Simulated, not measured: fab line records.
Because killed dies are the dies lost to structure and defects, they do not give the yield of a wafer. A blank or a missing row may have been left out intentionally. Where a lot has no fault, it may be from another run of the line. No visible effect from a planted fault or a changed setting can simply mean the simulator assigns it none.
Problem report, 8D (eight disciplines) form, completed by code ; flow n5Finfet ; the parts of the form that need people (team, actions taken, sign-off) are left out

## 1. THE PROBLEM
At N5_BEOL_M0_SAQP_COAT_69, spinSpeedRpm averages 1563.0 rpm over 9 wafers from 3 lots, while fault-free wafers read 1500.0 rpm, standard deviation 1. Relative to the usual mean, that is a shift of +63 standard deviations.
The step: time 60 s, resist thk 90 nm.
The first sign was on wafer L197.3 at day 9 08:31, on lithoTrack-04. At this step, 15 wafers from 5 lots have a number in the record. By rule, "out" or "out of limits" means more than 4 standard deviations away from the usual mean. The other wafers with a number count as sound.

## 2. WHAT THIS IS AND IS NOT
question;is;is not
which readings at this step;spinSpeedRpm;resistLineTempC
which lots;L197, L198, L200;L183, L202
which wafers of those lots;all that have a number;-
read on which tools;lithoTrack-04;lithoTrack-02
when;from day 9 08:31;"up to then (3 sound wafers); but 3 sound wafers of L202 came after"

## 3. THE SUSPECTS, EACH WITH WHAT RULES IT OUT
Counting: a tool stays on the suspect list if, at a process step up to the reading, it processed all lots that are out and no sound lot following the first of them.
- lithoTrack-04 at N5_BEOL_M0_SAQP_COAT_69 (time 60 s, resist thk 90 nm): kept. It ran every lot that is out, first L197 (day 9 08:31), and no sound lot after that; its last sound lot up to then is L183 (day 5 18:48). Its own readings are out on those wafers: spinSpeedRpm.
The count leaves lithoTrack-04 at N5_BEOL_M0_SAQP_COAT_69.

## 4. THE CAUSE (what the simulator had put in)
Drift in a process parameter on lithoTrack-04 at N5_BEOL_M0_SAQP_COAT_69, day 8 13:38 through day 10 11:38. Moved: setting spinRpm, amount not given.
Counting left only this tool.

## 5. SEQUENCE OF EFFECTS, ordered by route
One row per reading whose mean, taken over the struck wafers that have a number, lies over 3 standard deviations from the usual. Only readings whose record carries a usual standard deviation are examined. hours: median over the lots of the time between each lot's start at the first step of this table that gives one and its start at this step. sigmas: the change, counted in usual standard deviations.
hours;step;reading;usual;on struck wafers;change;sigmas
0;N5_BEOL_M0_SAQP_COAT_69;spinSpeedRpm;1500.0 rpm;1563.0;+63.0;+63
The process steps in it:
- N5_BEOL_M0_SAQP_COAT_69: time 60 s, resist thk 90 nm.
At these later measuring or inspecting steps, every struck wafer for which the step has a row has a number for every such reading, and none has moved that far: N5_BEOL_M4_RC_MEAS_101.

## 6. WHAT WOULD HAVE CAUGHT IT SOONER
The fault began at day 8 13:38; the first out-of-limits reading in this record came at day 9 08:31, 19 hours later.
